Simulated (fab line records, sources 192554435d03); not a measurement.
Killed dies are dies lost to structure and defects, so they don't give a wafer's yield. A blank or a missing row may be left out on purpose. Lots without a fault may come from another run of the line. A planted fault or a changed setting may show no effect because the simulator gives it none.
fab line records | flow n5_finfet
record lots=24 wafers=72 last_day=17
route steps=1938 shown DUMMY_GATE@233 SD_EPI_N@278 SD_EPI_P@306
lots that met no fault: from a run of the same line without faults
start_h: hours from the record's first day to the start of the lot's first wafer shown | wait_h: hours since the lot's step before | " the same as in the row above | L1.1+2: a row that stands for several wafers | - no value, or no start given | * or withheld: withheld | < > ~ a bound
route shown NAME@n: a module of which the file shows steps, and the number in the route of the first | usual: mean/standard deviation of fault-free wafers | same: alike in all rows | chamber/n: place in a boat | sites: the reading at each site | _std_site: their standard deviation | _edge_site: outer sites' mean less inner sites' | radius_mm: how far each site lies from the wafer's centre | mask NAME#n: copy n | behind: the tool/chamber that last shaped the wafer | hold: why the lot was held/for how many hours/how that ended | device: the transistor (n, p or np) that didn't switch | end of line: the same wafers' tests at the end of the route | a step without rows: its recipe alone | killed: dies lost to structure and defects at the first sort, not the wafer's yield | map: a wafer's dies, x killed, . not, _ none there
set.NAME: the setting as run; set.NAME@STEP: as run at that earlier step | model.NAME: the simulator's own value behind a step, which no gauge read
steps of the route over a sample of lots; a table a step, a row a wafer
services: from which hour (start_h, from the record's first day; less than 0 if before it) a tool's chamber was out of use, for how many hours, and why
## steps
# step N5_DUMMY_GATE_INSPECT_17
# recipe mode=adi inspect_instrument=brightfield
# usual raw_defect_count=193/51
# columns lot.wafer tool chamber start_h wait_h raw_defect_count
L074.2 defect_inspect-02 - 46.08 0.0 216
L074.3 " - " " 287
L074.5 " - " " 177
L075.1 defect_inspect-01 - 52.61 0.1 226
L075.3 " - " " 239
L075.5 " - " " 281
L076.1 defect_inspect-01 - 58.96 0.1 208
L076.3 " - " " 213
L076.5 " - " " 286
L077.1 defect_inspect-02 - 64.33 0.1 102
L077.3 " - " " 154
L077.6 " - " " 123
L078.1 defect_inspect-02 - 71.80 0.1 170
L078.3 " - " " 206
L078.6 " - " " 103
L079.1 defect_inspect-02 - 78.26 0.1 219
L079.3 " - " " 182
L079.6 " - " " 129
L080.1 defect_inspect-02 - 86.37 0.1 153
L080.3 " - " " 161
L080.5 " - " " 100
L081.2 defect_inspect-02 - 87.97 0.0 213
L081.3 " - " " 249
L081.5 " - " " 232
L082.1 defect_inspect-02 - 97.87 0.1 172
L082.2 " - " " 161
L082.3 " - " " 136
L083.2 defect_inspect-02 - 101.97 0.0 122
L083.4 " - " " 148
L083.5 " - " " 154
L084.2 defect_inspect-02 - 106.42 0.0 180
L084.3 " - " " 176
L084.5 " - " " 203
L085.3 defect_inspect-02 - 113.99 0.0 258
L085.4 " - " " 248
L085.6 " - " " 221
L086.1 defect_inspect-02 - 118.86 0.1 158
L086.3 " - " " 139
L086.4 " - " " 128
L087.1 defect_inspect-01 - 124.20 0.1 217
L087.3 " - " " 181
L087.6 " - " " 164
L088.1 defect_inspect-01 - 130.48 0.1 252
L088.3 " - " " 250
L088.5 " - " " 187
L089.4 defect_inspect-01 - 136.56 0.0 191
L089.5 " - " " 161
L089.6 " - " " 204
L090.1 defect_inspect-01 - 141.82 0.1 181
L090.2 " - " " 260
L090.5 " - " " 268
L091.2 defect_inspect-01 - 150.27 0.0 193
L091.3 " - " " 157
L091.4 " - " " 183
L092.2 defect_inspect-02 - 155.80 0.0 157
L092.5 " - " " 108
L092.6 " - " " 151
L093.2 defect_inspect-01 - 161.96 0.0 210
L093.4 " - " " 213
L093.5 " - " " 183
L094.1 defect_inspect-01 - 165.94 0.1 247
L094.4 " - " " 211
L094.6 " - " " 294
L095.1 defect_inspect-01 - 172.10 0.1 260
L095.3 " - " " 236
L095.4 " - " " 173
L096.1 defect_inspect-02 - 184.64 0.1 183
L096.3 " - " " 169
L096.4 " - " " 155
L097.2 defect_inspect-02 - 190.83 0.0 114
L097.5 " - " " 192
L097.6 " - " " 161
# step N5_DUMMY_GATE_ETCH_31
# recipe chemistry=C4F6/O2 target=SiO2 mask_material=SOC target_depth_a=825 time_s=27.5 ion_energy_ev=250 pressure_mtorr=30 source_w=345 bias_w=185 Ar_flow_sccm=300 C4F6_flow_sccm=10 O2_flow_sccm=10
# usual drypump_motor_current_A=5.9/0.42 oes_o_777_au=0.78/0.071 oes_product_au=0.77/0.08 rf_vpp_V=661/21 showerhead_plenum_p_Torr=2.88/0.082 throttle_valve_pct=21.17/0.21
# same time_s=27.5
# columns lot.wafer tool chamber start_h wait_h drypump_motor_current_A oes_o_777_au oes_product_au rf_hours_counter_h rf_vpp_V showerhead_plenum_p_Torr throttle_valve_pct
L074.2 rie_diel-02 2 46.78 0.0 6.0 0.79 0.78 135 662 2.98 21.28
L074.3 " 1 " " 5.7 0.78 0.74 149 639 2.76 21.44
L074.5 " 1 " " 5.7 0.78 0.75 - 636 2.76 21.47
L075.1 rie_diel-01 2 53.10 0.0 5.4 0.93 0.95 20 682 2.89 21.24
L075.3 " 0 " " 5.1 0.79 0.78 135 651 2.98 21.11
L075.5 " 0 " " 5.1 0.80 0.78 - 650 2.98 21.11
L076.1 rie_diel-01 1 59.42 0.0 5.6 0.76 0.69 209 620 2.80 20.90
L076.3 " 2 " " 5.4 0.92 0.93 22 682 2.89 21.25
L076.5 " 1 " " 5.6 0.76 0.69 - 622 2.80 20.91
L077.1 rie_diel-01 3 64.79 0.0 6.4 0.71 0.69 216 660 2.80 21.09
L077.3 " 2 " " 5.4 0.92 0.93 24 683 2.89 21.27
L077.6 " 2 " " 5.4 0.93 0.93 - 681 2.89 21.28
L078.1 rie_diel-03 3 72.26 0.0 6.6 0.97 0.99 2 671 3.04 20.94
L078.3 " 0 " " 6.1 0.78 0.77 130 647 2.96 20.88
L078.6 " 0 " " 6.1 0.78 0.77 - 647 2.96 20.87
L079.1 rie_diel-03 3 79.24 0.1 6.6 0.96 0.97 4 671 3.03 20.93
L079.3 " 1 " " 5.7 0.75 0.74 143 652 2.83 21.34
L079.6 " 0 " " 6.1 0.77 0.77 - 648 2.95 20.87
L080.1 rie_diel-01 0 86.91 0.1 5.1 0.78 0.76 147 650 2.97 21.11
L080.3 " 1 " " 5.6 0.76 0.70 218 620 2.80 20.91
L080.5 " 0 " " 5.1 0.78 0.76 - 650 2.97 21.12
L081.2 rie_diel-03 0 88.43 0.0 6.1 0.77 0.77 135 645 2.95 20.88
L081.3 " 2 " " 6.4 0.78 0.76 139 676 2.85 21.09
L081.5 " 1 " " 5.7 0.75 0.75 - 654 2.83 21.36
L082.1 rie_diel-03 2 98.33 0.0 6.4 0.78 0.76 142 677 2.85 21.09
L082.2 " 1 " " 5.7 0.75 0.75 149 653 2.83 21.35
L082.3 " 3 " " 6.6 0.94 0.96 9 670 3.03 20.95
L083.2 rie_diel-02 3 102.42 0.0 5.8 0.69 0.71 184 696 2.82 21.57
L083.4 " 0 " " 6.0 0.73 0.72 219 697 2.90 21.20
L083.5 " 1 " " 5.7 0.76 0.73 - 636 2.75 21.47
L084.2 rie_diel-02 3 107.07 0.2 5.8 0.68 0.71 186 696 2.81 21.58
L084.3 " 2 " " 6.0 0.77 0.78 153 660 2.97 21.31
L084.5 " 3 " " 5.8 0.69 0.71 - 695 2.81 21.57
L085.3 rie_diel-01 0 114.45 0.0 5.1 0.77 0.76 157 650 2.97 21.13
L085.4 " 2 " " 5.4 0.90 0.90 42 681 2.88 21.28
L085.6 " 1 " " 5.6 0.75 0.68 - 620 2.80 20.93
L086.1 rie_diel-01 1 119.33 0.1 5.6 0.74 0.68 230 620 2.80 20.94
L086.3 " 2 " " 5.4 0.88 0.89 44 681 2.88 21.28
L086.4 " 0 " " 5.1 0.78 0.76 159 651 2.97 21.13
L087.1 rie_diel-03 3 124.66 0.0 6.6 0.91 0.92 17 670 3.03 20.97
L087.3 " 0 " " 6.1 0.76 0.76 145 646 2.95 20.88
L087.6 " 0 " " 6.1 0.77 0.76 - 645 2.95 20.88
L088.1 rie_diel-02 3 130.97 0.1 5.8 0.68 0.71 193 696 2.81 21.58
L088.3 " 0 " " 5.9 0.73 0.71 228 698 2.89 21.22
L088.5 " 3 " " 5.8 0.68 0.71 - 695 2.81 21.58
L089.4 rie_diel-03 3 137.52 0.1 6.6 0.91 0.91 21 671 3.03 20.97
L089.5 " 3 " " 6.5 0.91 0.91 - 671 3.03 20.98
L089.6 " 2 " " 6.4 0.76 0.75 - 674 2.84 21.11
L090.1 rie_diel-03 0 142.28 0.0 6.2 0.76 0.75 150 645 2.95 20.90
L090.2 " 1 " " 5.7 0.74 0.73 162 652 2.82 21.36
L090.5 " 0 " " 6.1 0.76 0.74 - 646 2.95 20.90
L091.2 rie_diel-02 3 150.83 0.0 5.7 0.68 0.70 200 694 2.81 21.59
L091.3 " 1 " " 5.7 0.75 0.72 181 635 2.74 21.50
L091.4 " 0 " " 6.0 0.72 0.70 235 698 2.89 21.22
L092.2 rie_diel-03 2 156.26 0.0 6.4 0.76 0.73 160 676 2.84 21.08
L092.5 " 0 " " 6.1 0.75 0.74 - 647 2.94 20.90
L092.6 " 3 " " 6.6 0.90 0.89 - 670 3.02 20.97
L093.2 rie_diel-01 1 162.87 0.1 5.7 0.74 0.67 243 621 2.79 20.95
L093.4 " 2 " " 5.4 0.87 0.88 58 681 2.87 21.32
L093.5 " 2 " " 5.4 0.87 0.88 - 681 2.87 21.31
L094.1 rie_diel-01 0 166.52 0.0 5.1 0.77 0.74 171 651 2.96 21.15
L094.4 " 2 " " 5.4 0.87 0.87 59 683 2.87 21.31
L094.6 " 0 " " 5.1 0.77 0.74 - 649 2.96 21.15
L095.1 rie_diel-03 0 172.55 0.0 6.1 0.75 0.74 159 646 2.94 20.89
L095.3 " 1 " " 5.7 0.73 0.73 170 651 2.82 21.38
L095.4 " 3 " " 6.6 0.89 0.87 32 672 3.02 20.98
L096.1 rie_diel-01 1 185.10 0.0 5.7 0.73 0.67 250 618 2.79 20.97
L096.3 " 2 " " 5.4 0.85 0.88 65 682 2.87 21.33
L096.4 " 3 " " 6.4 0.68 0.67 245 660 2.79 21.15
L097.2 rie_diel-02 2 191.29 0.0 6.0 0.75 0.74 180 660 2.96 21.33
L097.5 " 3 " " 5.8 0.67 0.69 - 693 2.80 21.61
L097.6 " 2 " " 6.0 0.75 0.75 - 662 2.96 21.33
# step N5_SD_EPI_N_ETCH_45
# recipe chemistry=CH3F/O2 target=SiOCN target_depth_a=60 mask_material=SOC ion_energy_ev=60 bias_w=29 pressure_mtorr=15 source_w=410 Ar_flow_sccm=150 CH3F_flow_sccm=30 O2_flow_sccm=20
# usual drypump_motor_current_A=5.7/0.59 oes_product_au=0.76/0.082 rf_vpp_V=127.5/1 showerhead_plenum_p_Torr=1.99/0.071 throttle_valve_pct=23.4/0.35
# columns lot.wafer tool chamber start_h wait_h drypump_motor_current_A oes_product_au rf_hours_counter_h rf_vpp_V showerhead_plenum_p_Torr throttle_valve_pct
L074.2 rie_diel-05 0 49.25 0.1 4.8 0.72 193 127.1 1.91 23.6
L074.3 " 3 " " 6.3 0.73 219 126.8 2.05 23.3
L074.5 " 1 " " 5.3 0.70 - 127.3 1.88 23.5
L075.1 rie_diel-04 2 56.10 0.1 5.7 0.69 213 127.9 1.95 23.3
L075.3 " 0 " " 6.7 0.77 142 128.1 2.08 23.2
L075.5 " 3 " " 6.2 0.82 - 125.8 1.95 23.7
L076.1 rie_diel-06 2 61.63 0.1 5.1 0.84 46 126.9 2.14 23.1
L076.3 " 0 " " 6.2 0.71 203 128.1 1.96 23.6
L076.5 " 0 " " 6.2 0.71 - 128.6 1.96 23.6
L077.1 rie_diel-04 2 68.48 0.1 5.7 0.69 217 128.2 1.95 23.3
L077.3 " 0 " " 6.7 0.77 146 127.8 2.08 23.2
L077.6 " 2 " " 5.7 0.69 - 128.0 1.95 23.3
L078.1 rie_diel-06 3 74.60 0.1 5.9 0.85 57 128.5 2.02 23.2
L078.3 " 2 " " 5.1 0.83 51 129.0 2.14 23.1
L078.6 " 1 " " 4.8 0.72 - 127.9 1.97 23.3
L079.1 rie_diel-04 3 81.69 0.1 6.2 0.81 89 127.1 1.95 23.7
L079.3 " 0 " " 6.7 0.77 151 129.0 2.08 23.2
L079.6 " 1 " " 5.8 0.74 - 128.2 2.07 24.1
L080.1 rie_diel-04 1 89.81 0.1 5.9 0.73 203 129.3 2.07 24.1
L080.3 " 3 " " 6.2 0.80 92 125.5 1.95 23.7
L080.5 " 2 " " 5.7 0.69 - 128.2 1.94 23.3
L081.2 rie_diel-05 0 91.06 0.1 4.8 0.70 209 127.8 1.91 23.6
L081.3 " 1 " " 5.3 0.69 221 125.4 1.87 23.5
L081.5 " 0 " " 4.8 0.70 - 126.7 1.91 23.6
L082.1 rie_diel-04 2 100.61 0.1 5.6 0.67 228 128.2 1.94 23.3
L082.2 " 0 " " 6.7 0.76 157 127.5 2.07 23.2
L082.3 " 3 " " 6.2 0.80 95 127.7 1.95 23.7
L083.2 rie_diel-05 2 105.39 0.1 5.3 0.92 19 127.6 2.01 22.8
L083.4 " 1 " " 5.3 0.70 225 126.9 1.87 23.5
L083.5 " 2 " " 5.3 0.92 - 127.4 2.01 22.7
L084.2 rie_diel-04 1 109.36 0.1 5.8 0.72 209 128.9 2.07 24.1
L084.3 " 3 " " 6.2 0.80 97 127.8 1.95 23.7
L084.5 " 2 " " 5.7 0.68 - 127.6 1.94 23.3
L085.3 rie_diel-05 1 116.98 0.1 5.4 0.70 229 125.6 1.87 23.6
L085.4 " 0 " " 4.8 0.70 218 126.0 1.90 23.6
L085.6 " 3 " " 6.3 0.71 - 126.7 2.04 23.4
L086.1 rie_diel-06 0 121.69 0.1 6.2 0.71 224 126.7 1.95 23.7
L086.3 " 2 " " 5.1 0.81 66 128.5 2.13 23.2
L086.4 " 3 " " 5.8 0.83 73 128.5 2.01 23.2
L087.1 rie_diel-04 3 127.19 0.1 6.2 0.80 103 126.9 1.95 23.7
L087.3 " 2 " " 5.7 0.67 238 126.3 1.94 23.3
L087.6 " 1 " " 5.9 0.72 - 129.2 2.07 24.1
L088.1 rie_diel-04 0 133.23 0.1 6.7 0.76 169 128.5 2.07 23.2
L088.3 " 3 " " 6.2 0.79 105 128.1 1.94 23.7
L088.5 " 2 " " 5.7 0.68 - 127.2 1.94 23.3
L089.4 rie_diel-04 1 140.09 0.1 5.9 0.71 - 128.4 2.06 24.1
L089.5 " 2 " " 5.7 0.68 - 127.8 1.94 23.3
L089.6 " 3 " " 6.2 0.78 - 127.2 1.94 23.7
L090.1 rie_diel-05 2 145.47 0.1 5.3 0.89 35 128.4 2.00 22.8
L090.2 " 0 " " 4.8 0.69 230 125.8 1.90 23.6
L090.5 " 2 " " 5.3 0.88 - 127.4 2.00 22.8
L091.2 rie_diel-05 3 153.04 0.1 6.4 0.99 0 128.0 2.04 23.1
L091.3 " 1 " " 5.3 0.67 244 127.5 1.87 23.6
L091.4 " 2 " " 5.3 0.87 39 127.8 2.00 22.8
L092.2 rie_diel-06 1 158.56 0.1 4.8 0.70 200 127.2 1.96 23.3
L092.5 " 2 " " 5.1 0.80 - 128.0 2.13 23.2
L092.6 " 1 " " 4.8 0.70 - 127.9 1.96 23.3
L093.2 rie_diel-06 3 165.68 0.1 5.9 0.81 91 127.4 2.01 23.2
L093.4 " 0 " " 6.3 0.69 239 127.2 1.95 23.7
L093.5 " 3 " " 5.9 0.81 - 127.9 2.00 23.2
L094.1 rie_diel-05 3 169.40 0.1 6.3 0.98 5 128.2 2.04 23.1
L094.4 " 2 " " 5.3 0.88 44 128.2 2.00 22.8
L094.6 " 3 " " 6.3 0.99 - 128.4 2.04 23.1
L095.1 rie_diel-04 1 175.16 0.1 5.9 0.70 236 128.9 2.06 24.1
L095.3 " 3 " " 6.2 0.77 124 125.8 1.94 23.7
L095.4 " 0 " " 6.7 0.74 - 126.6 2.06 23.2
L096.1 rie_diel-05 1 188.40 0.1 5.3 0.99 0 128.7 2.11 23.3
L096.3 " 3 " " 6.3 0.96 12 128.2 2.03 23.1
L096.4 " 0 " " 4.8 0.69 245 126.5 1.90 23.6
L097.2 rie_diel-04 0 194.26 0.1 6.6 0.74 189 128.5 2.06 23.2
L097.5 " 2 " " 5.7 0.96 - 127.0 1.93 23.0
L097.6 " 3 " " 6.2 0.76 - 126.3 1.94 23.7
# step N5_SD_EPI_N_VAPOR_ETCH_50
# recipe chemistry=HCl target=Si temp_c=775 time_s=54 pressure_torr=20 mode=isotropic
# usual throttle_valve_pct=11.83/0.24
# same time_s=54
# columns lot.wafer tool chamber start_h wait_h throttle_valve_pct
L074.2 epi_rpcvd-01 0 50.39 0.4 11.99
L074.3 " 0 " " 12.16
L074.5 " 0 " " 12.01
L075.1 epi_rpcvd-01 0 57.08 0.3 12.20
L075.3 " 0 " " 12.08
L075.5 " 0 " " 12.18
L076.1 epi_rpcvd-04 0 62.61 0.3 11.69
L076.3 " 0 " " 11.64
L076.5 " 0 " " 11.82
L077.1 epi_rpcvd-02 0 69.48 0.3 11.52
L077.3 " 0 " " 11.51
L077.6 " 0 " " 11.91
L078.1 epi_rpcvd-04 0 75.57 0.3 11.74
L078.3 " 0 " " 11.93
L078.6 " 0 " " 11.53
L079.1 epi_rpcvd-04 0 82.67 0.3 11.90
L079.3 " 0 " " 11.45
L079.6 " 0 " " 11.74
L080.1 epi_rpcvd-04 0 90.81 0.3 11.96
L080.3 " 0 " " 11.67
L080.5 " 0 " " 11.71
L081.2 epi_rpcvd-01 0 93.76 0.3 12.12
L081.3 " 0 " " 12.19
L081.5 " 0 " " 12.01
L082.1 epi_rpcvd-04 0 101.60 0.3 11.60
L082.2 " 0 " " 11.76
L082.3 " 0 " " 11.74
L083.2 epi_rpcvd-04 0 106.39 0.3 11.67
L083.4 " 0 " " 11.82
L083.5 " 0 " " 11.50
L084.2 epi_rpcvd-02 0 110.37 0.3 11.65
L084.3 " 0 " " 11.60
L084.5 " 0 " " 11.70
L085.3 epi_rpcvd-04 0 118.03 0.2 11.93
L085.4 " 0 " " 11.74
L085.6 " 0 " " 11.73
L086.1 epi_rpcvd-02 0 122.67 0.3 11.70
L086.3 " 0 " " 11.67
L086.4 " 0 " " 11.55
L087.1 epi_rpcvd-02 0 128.17 0.3 11.50
L087.3 " 0 " " 11.48
L087.6 " 0 " " 11.51
L088.1 epi_rpcvd-04 0 134.23 0.3 11.69
L088.3 " 0 " " 11.62
L088.5 " 0 " " 11.75
L089.4 epi_rpcvd-02 0 141.11 0.2 11.68
L089.5 " 0 " " 11.71
L089.6 " 0 " " 11.78
L090.1 epi_rpcvd-02 0 146.45 0.3 11.76
L090.2 " 0 " " 11.50
L090.5 " 0 " " 11.65
L091.2 epi_rpcvd-01 0 154.05 0.3 12.28
L091.3 " 0 " " 12.16
L091.4 " 0 " " 12.10
L092.2 epi_rpcvd-02 0 159.56 0.3 11.74
L092.5 " 0 " " 11.70
L092.6 " 0 " " 11.89
L093.2 epi_rpcvd-02 0 166.69 0.3 12.08
L093.4 " 0 " " 11.80
L093.5 " 0 " " 11.66
L094.1 epi_rpcvd-01 0 170.37 0.3 12.08
L094.4 " 0 " " 12.09
L094.6 " 0 " " 12.12
L095.1 epi_rpcvd-01 0 176.14 0.3 12.05
L095.3 " 0 " " 11.82
L095.4 " 0 " " 11.79
L096.1 epi_rpcvd-01 0 189.38 0.3 12.33
L096.3 " 0 " " 12.11
L096.4 " 0 " " 12.06
L097.2 epi_rpcvd-01 0 195.27 0.3 11.89
L097.5 " 0 " " 11.93
L097.6 " 0 " " 12.25
# step N5_SD_EPI_N_EPI_MEAS_23
# recipe mode=xrd
# usual thk_nm=59.0/1.3
# columns lot.wafer tool chamber start_h wait_h thk_nm
L074.2 film_metro-01 - 52.87 1.5 59.7
L074.3 " - " " 60.6
L074.5 " - " " 58.3
L075.1 film_metro-02 - 58.97 1.4 58.7
L075.3 " - " " 58.3
L075.5 " - " " 60.9
L076.1 film_metro-01 - 64.51 1.4 60.9
L076.3 " - " " 59.6
L076.5 " - " " 60.9
L077.1 film_metro-02 - 71.37 1.4 57.9
L077.3 " - " " 60.4
L077.6 " - " " 59.7
L078.1 film_metro-02 - 77.47 1.4 58.8
L078.3 " - " " 57.7
L078.6 " - " " 59.0
L079.1 film_metro-02 - 84.56 1.4 58.4
L079.3 " - " " 58.7
L079.6 " - " " 60.9
L080.1 film_metro-02 - 92.71 1.4 59.0
L080.3 " - " " 60.0
L080.5 " - " " 56.7
L081.2 film_metro-01 - 95.62 1.2 60.8
L081.3 " - " " 59.3
L081.5 " - " " 60.8
L082.1 film_metro-02 - 103.49 1.4 62.4
L082.2 " - " " 60.3
L082.3 " - " " 57.8
L083.2 film_metro-01 - 108.26 1.2 59.2
L083.4 " - " " 60.1
L083.5 " - " " 60.2
L084.2 film_metro-02 - 112.23 1.2 61.0
L084.3 " - " " 58.1
L084.5 " - " " 59.2
L085.3 film_metro-01 - 119.87 0.9 56.7
L085.4 " - " " 60.1
L085.6 " - " " 58.9
L086.1 film_metro-02 - 124.56 1.4 59.3
L086.3 " - " " 58.5
L086.4 " - " " 58.7
L087.1 film_metro-02 - 130.06 1.4 59.7
L087.3 " - " " 61.1
L087.6 " - " " 60.0
L088.1 film_metro-02 - 136.12 1.4 57.8
L088.3 " - " " 57.1
L088.5 " - " " 60.0
L089.4 film_metro-02 - 142.94 0.6 57.3
L089.5 " - " " 58.0
L089.6 " - " " 54.7
L090.1 film_metro-01 - 148.34 1.4 59.2
L090.2 " - " " 57.7
L090.5 " - " " 57.3
L091.2 film_metro-02 - 155.91 1.2 57.8
L091.3 " - " " 58.2
L091.4 " - " " 58.8
L092.2 film_metro-01 - 161.43 1.2 59.9
L092.5 " - " " 59.2
L092.6 " - " " 59.7
L093.2 film_metro-01 - 168.55 1.2 59.2
L093.4 " - " " 57.6
L093.5 " - " " 59.0
L094.1 film_metro-02 - 172.27 1.4 56.9
L094.4 " - " " 58.3
L094.6 " - " " 59.3
L095.1 film_metro-02 - 178.03 1.4 58.1
L095.3 " - " " 60.5
L095.4 " - " " 59.2
L096.1 film_metro-01 - 191.27 1.4 59.6
L096.3 " - " " 58.6
L096.4 " - " " 60.6
L097.2 film_metro-02 - 197.14 1.2 59.5
L097.5 " - " " 58.7
L097.6 " - " " 57.5
# step N5_SD_EPI_P_DESCUM_14
# recipe chemistry=O2 time_s=7.9 source_power_w=50 bias_power_w=20 pressure_mtorr=20 rf_frequency_hz=2.712e+07 temp_c=40 resist=CAR-ArF-block o2_flow_sccm=225
# usual bias_power_w=20.01/0.059 drypump_motor_current_A=5.9/0.4 oes_product_au=0.76/0.076 rf_vpp_V=243.6/1.4 showerhead_plenum_p_Torr=2.13/0.063 throttle_valve_pct=20.56/0.23
# same time_s=7.9
# columns lot.wafer tool chamber start_h wait_h bias_power_w drypump_motor_current_A oes_product_au rf_hours_counter_h rf_vpp_V showerhead_plenum_p_Torr throttle_valve_pct
L074.2 rie_diel-03 2 54.01 0.0 19.94 6.4 0.77 128 243.6 2.11 20.42
L074.3 " 1 " " 20.06 5.7 0.78 135 243.7 2.10 20.76
L074.5 " 1 " " 20.07 5.7 0.77 - 243.0 2.10 20.77
L075.1 rie_diel-03 2 60.01 0.0 20.05 6.4 0.75 131 243.0 2.11 20.41
L075.3 " 0 " " 19.98 6.1 0.79 126 243.4 2.20 20.25
L075.5 " 0 " " 19.93 6.1 0.79 - 246.7 2.20 20.24
L076.1 rie_diel-01 0 65.52 0.0 20.01 5.1 0.77 139 246.4 2.22 20.49
L076.3 " 3 " " 19.93 6.3 0.69 217 242.3 2.04 20.35
L076.5 " 1 " " 20.12 5.6 0.69 - 242.7 2.10 20.46
L077.1 rie_diel-01 1 72.41 0.0 19.98 5.6 0.68 213 242.8 2.10 20.44
L077.3 " 0 " " 20.05 5.1 0.77 141 244.6 2.22 20.49
L077.6 " 0 " " 20.01 5.1 0.77 - 244.9 2.22 20.51
L078.1 rie_diel-02 2 79.09 0.7 20.05 6.0 0.77 145 244.0 2.19 20.55
L078.3 " 0 " " 20.04 5.9 0.71 213 245.3 2.18 20.83
L078.6 " 2 " " 20.02 6.0 0.78 - 244.5 2.19 20.54
L079.1 rie_diel-01 1 85.60 0.0 20.04 5.6 0.68 217 242.2 2.10 20.45
L079.3 " 0 " " 19.98 5.1 0.76 146 245.0 2.21 20.50
L079.6 " 2 " " 20.01 5.4 0.89 - 243.2 2.13 20.58
L080.1 rie_diel-03 3 93.66 0.0 20.11 6.6 0.95 8 246.3 2.24 20.22
L080.3 " 2 " " 19.86 6.4 0.75 140 243.9 2.10 20.43
L080.5 " 2 " " 19.91 6.4 0.76 - 243.7 2.10 20.44
L081.2 rie_diel-03 2 97.00 0.0 19.87 6.4 0.75 142 242.4 2.10 20.42
L081.3 " 1 " " 20.03 5.7 0.74 149 243.3 2.10 20.81
L081.5 " 3 " " 20.00 6.6 0.95 - 245.4 2.24 20.23
L082.1 rie_diel-01 1 104.51 0.0 20.00 5.7 0.67 225 243.3 2.09 20.47
L082.2 " 0 " " 20.08 5.1 0.75 154 245.6 2.21 20.51
L082.3 " 3 " " 19.93 6.4 0.68 219 241.8 2.04 20.34
L083.2 rie_diel-02 1 109.45 0.3 20.04 5.7 0.73 168 241.0 2.03 20.82
L083.4 " 3 " " 20.01 5.7 0.71 186 241.5 2.09 21.00
L083.5 " 1 " " 20.10 5.7 0.73 - 242.0 2.03 20.79
L084.2 rie_diel-01 3 113.27 0.0 19.88 6.4 0.69 222 244.4 2.04 20.35
L084.3 " 2 " " 19.99 5.4 0.88 42 244.2 2.13 20.60
L084.5 " 1 " " 20.02 5.6 0.67 - 244.0 2.09 20.46
L085.3 rie_diel-03 1 120.79 0.0 19.98 5.7 0.74 156 242.3 2.10 20.81
L085.4 " 3 " " 19.96 6.6 0.92 16 246.4 2.24 20.23
L085.6 " 3 " " 20.01 6.6 0.93 - 244.6 2.24 20.24
L086.1 rie_diel-03 2 125.65 0.1 20.09 6.4 0.75 152 242.9 2.10 20.45
L086.3 " 3 " " 20.03 6.6 0.92 18 245.6 2.24 20.24
L086.4 " 0 " " 19.90 6.1 0.77 146 244.7 2.19 20.27
L087.1 rie_diel-01 2 131.29 0.2 19.90 5.4 0.88 48 244.8 2.13 20.61
L087.3 " 1 " " 19.96 5.6 0.67 234 243.2 2.09 20.48
L087.6 " 2 " " 19.97 5.4 0.88 - 244.9 2.13 20.61
L088.1 rie_diel-01 2 137.74 0.6 20.01 5.4 0.87 50 244.5 2.12 20.62
L088.3 " 1 " " 19.98 5.7 0.67 235 242.2 2.09 20.46
L088.5 " 2 " " 19.97 5.4 0.87 - 244.3 2.12 20.61
L089.4 rie_diel-03 1 143.98 0.0 20.04 5.7 0.73 162 244.9 2.10 20.82
L089.5 " 1 " " 19.96 5.7 0.74 - 243.4 2.10 20.83
L089.6 " 0 " " 20.03 6.1 0.76 - 245.6 2.19 20.27
L090.1 rie_diel-02 3 149.39 0.0 19.98 5.8 0.70 199 243.9 2.09 21.00
L090.2 " 0 " " 20.07 5.9 0.69 234 242.1 2.18 20.87
L090.5 " 1 " " 20.08 5.7 0.73 - 241.2 2.02 20.82
L091.2 rie_diel-01 0 157.03 0.1 19.92 5.1 0.74 167 244.6 2.21 20.53
L091.3 " 2 " " 20.03 5.4 0.86 55 243.6 2.12 20.62
L091.4 " 1 " " 20.03 5.7 0.66 241 243.3 2.09 20.47
L092.2 rie_diel-03 0 162.51 0.0 20.08 6.1 0.75 156 245.3 2.19 20.29
L092.5 " 1 " " 20.14 5.7 0.74 - 243.7 2.09 20.83
L092.6 " 0 " " 20.03 6.1 0.76 - 244.9 2.19 20.28
L093.2 rie_diel-02 0 169.47 0.0 19.97 5.9 0.69 240 243.7 2.17 20.86
L093.4 " 2 " " 20.06 6.0 0.75 173 243.9 2.18 20.59
L093.5 " 2 " " 19.98 6.0 0.76 - 245.6 2.18 20.59
L094.1 rie_diel-02 0 173.73 0.0 20.08 5.9 0.68 241 242.9 2.17 20.87
L094.4 " 2 " " 20.12 5.9 0.75 175 246.4 2.18 20.60
L094.6 " 1 " " 20.01 5.7 0.72 - 241.9 2.02 20.83
L095.1 rie_diel-02 0 178.95 0.0 20.04 6.0 0.68 243 244.0 2.17 20.87
L095.3 " 2 " " 20.04 6.0 0.75 176 244.1 2.18 20.60
L095.4 " 1 " " 19.95 5.7 0.71 190 239.9 2.02 20.83
L096.1 rie_diel-03 0 192.29 0.0 19.96 6.1 0.75 164 244.0 2.18 20.30
L096.3 " 2 " " 20.02 6.4 0.73 171 242.2 2.10 20.46
L096.4 " 1 " " 20.04 5.7 0.73 174 242.7 2.09 20.84
L097.2 rie_diel-02 3 198.18 0.0 20.09 5.7 0.69 215 242.3 2.08 21.04
L097.5 " 0 " " 20.00 5.9 0.69 - 243.4 2.17 20.87
L097.6 " 3 " " 19.91 5.7 0.69 - 242.3 2.08 21.03
## services
# columns tool chamber start_h hours kind
rie_diel-03 3 45.24 - clean
rie_diel-03 3 45.24 - consumable_replace:focus_ring
rie_diel-03 3 45.24 - consumable_replace:showerhead
rie_diel-03 3 45.24 20.0 scheduled_down
rie_diel-03 3 45.24 20.0 vent_cycle
rie_diel-01 1 50.76 6.3 repair
rie_diel-05 - 61.60 0.2 repair
epi_rpcvd-01 - 69.03 2.8 pm
rie_diel-01 3 70.53 31.2 repair
epi_rpcvd-02 - 72.69 0.7 repair
epi_rpcvd-01 - 116.78 14.6 pm
epi_rpcvd-04 - 136.71 0.8 pm
rie_diel-04 0 138.65 5.3 repair
rie_diel-01 0 140.58 7.1 repair
rie_diel-01 - 143.86 3.3 repair
rie_diel-06 0 147.08 5.7 repair
rie_diel-03 1 147.36 3.3 repair
rie_diel-03 - 160.73 0.5 repair
epi_rpcvd-01 - 185.44 0.8 repair
rie_diel-01 1 187.49 - clean
rie_diel-01 1 187.49 - consumable_replace:focus_ring
rie_diel-01 1 187.49 23.4 scheduled_down
rie_diel-01 1 187.49 23.4 vent_cycle
rie_diel-03 - 198.08 1.1 repair
## key
fault none
